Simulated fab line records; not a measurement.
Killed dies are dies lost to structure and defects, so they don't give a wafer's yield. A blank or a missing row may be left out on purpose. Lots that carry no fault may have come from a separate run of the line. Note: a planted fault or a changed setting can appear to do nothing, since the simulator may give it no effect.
Struck lot and sound lot, side by side :: flow n5-finfet :: 39 out of 1938 route steps
Sound: these wafers, L152.1, L152.2, L152.4. Struck: wafer L166.2. (L166.1 of the same lot was not struck and is left out.) The cause comes at the end.
Per side, at each step with rows, come the tool, then ch with its chambers, and then its first start. Under that, the readings that differ: sound wafers :: struck wafers :: difference of the means :: sigmas: that difference in standard deviations of wafers without a fault.
alike: words and numbers the same on both sides, and readings whose means are apart by under 2 such deviations; not compared: readings that were withheld, readings missing a value for some wafer, numbers with overlapping values and no deviation given by the record, and bounds like >300 which may hide the same value.
A row with sigmas, a row that says differs or no value, or rows on one side alone: a step with any of these is where the two part. Numbers that don't overlap but have no deviation are shown without sigmas and don't part them. A reading that every wafer of one side lacks parts them only if that side has two wafers or more.

first, 11 steps without rows for these wafers: N5_BEOL_M3_STRIP_65 (strips in N2/H2); N5_BEOL_M3_STRIP_75 (strips in N2/H2); N5_BEOL_M3_STRIP_66 (strips in CF4); N5_BEOL_M3_HM_OPEN_17 (chemistry Cl2/BCl3, target TiN, target depth 20 nm, overetch 6 nm); N5_BEOL_M3_STRIP_19 (strips in O2); N5_BEOL_M3_COAT_67 (time 60 s, resist thk 60 nm); N5_BEOL_M3_COAT_68 (time 60 s, resist thk 12 nm); N5_BEOL_M3_COAT_76 (time 60 s, resist thk 5 nm); N5_BEOL_M3_COAT_22 (resist thk 30 nm); N5_BEOL_M3_EBR_24; N5_BEOL_M3_SOFTBAKE_23 (time 60 s).
N5_BEOL_M3_EXPOSE_25: exposes mask V2, defocus 5 nm.
  sound on euv-scanner-02 ch 0, day 7 12:25; struck on euv-scanner-02 ch 0, day 11 13:36
  alike: mask
then, 2 steps without rows for these wafers: N5_BEOL_M3_PEB_26 (peb time 60 s); N5_BEOL_M3_DEVELOP_27 (develop time 30 s).
N5_BEOL_M3_CD_MEAS_28: target cd 25.7 nm, target cd y 23.3 nm.
  sound on cd-sem-01 ch 0, day 7 12:34; struck on cd-sem-01 ch 0, day 11 13:44
reading: cd-nm (nm)
sound: 25.85 25.37 25.99
struck: 4.93
difference: -20.81
sigmas: -90
then, 22 steps without rows for these wafers: N5_BEOL_M3_DESCUM_33 (chemistry O2, time 7 s); N5_BEOL_M3_ETCH_77 (etches underlayer in N2/H2, target depth 6.5 nm, time 5.2 s); N5_BEOL_M3_ETCH_69 (etches SiARC in CF4, target depth 15.6 nm, time 26 s); N5_BEOL_M3_ALD_98 (deposits SiO2, target thk 2.5 nm, pulse time 1 s, co reactant pulse time 1 s); N5_BEOL_M3_ETCHBACK_99 (etches SiO2 in CHF3, target depth 5 nm, time 10.4 s); N5_BEOL_M3_ETCH_70 (etches SOC in N2/H2, target depth 80 nm, overetch 16 nm, time 120 s); N5_BEOL_M3_STRIP_71 (strips in N2/H2); N5_BEOL_M3_STRIP_78 (strips in N2/H2); N5_BEOL_M3_VIA_ETCH_34 (etches the open film in C4F6/O2, target depth 69.4 nm, time 65.9 s); N5_BEOL_M3_STRIP_83 (strips in C4F6/O2); N5_BEOL_M3_STRIP_36 (strips in N2/H2); N5_BEOL_M3_TRENCH_ETCH_37 (etches SiOC in C4F6/O2, target depth 55.555 nm, time 29.2 s); N5_BEOL_M3_ETCH_41 (etches SiCN in CH3F/O2, target depth 29.9 nm, time 52.5 s); N5_BEOL_M3_STRIP_97 (strips in N2/H2, time 10 s); N5_BEOL_M3_HM_STRIP_39 (strips TiN in peroxide tin strip, target depth 25 nm, time 158 s); N5_BEOL_M3_SRD_40 (time 30 s); N5_BEOL_M3_PRECLEAN_42 (cleans in residue remover, time 60 s); N5_BEOL_M3_SRD_43 (time 30 s); N5_BEOL_M3_DEGAS_44 (time 60 s); N5_BEOL_M3_PRE_CLEAN_45 (time 30 s); N5_BEOL_M3_ALD_84 (deposits TaN, pulse time 2 s, purge time 3 s, co reactant purge time 2 s); N5_BEOL_M3_SURFACE_TREAT_85.
N5_BEOL_M4_RC_MEAS_101:
  the record has rows for the sound wafers here (prober-02 ch 0, day 9 07:44) and none for the struck ones
-- here the record skips 6 days between the struck wafers' starts before and after, leaving off in module BEOL_M4 and picking up in module PASSIVATION (first step shown: number 1936 of the route) --
N5_PASSIVATION_PROBE_49:
  record: rows for the struck wafers here (prober-01, day 17 13:58), none for the sound ones

WHERE THEY PART
Last at N5_PASSIVATION_PROBE_49 as far as this record goes, first at N5_BEOL_M3_CD_MEAS_28.

WHY: the cause the simulator had injected
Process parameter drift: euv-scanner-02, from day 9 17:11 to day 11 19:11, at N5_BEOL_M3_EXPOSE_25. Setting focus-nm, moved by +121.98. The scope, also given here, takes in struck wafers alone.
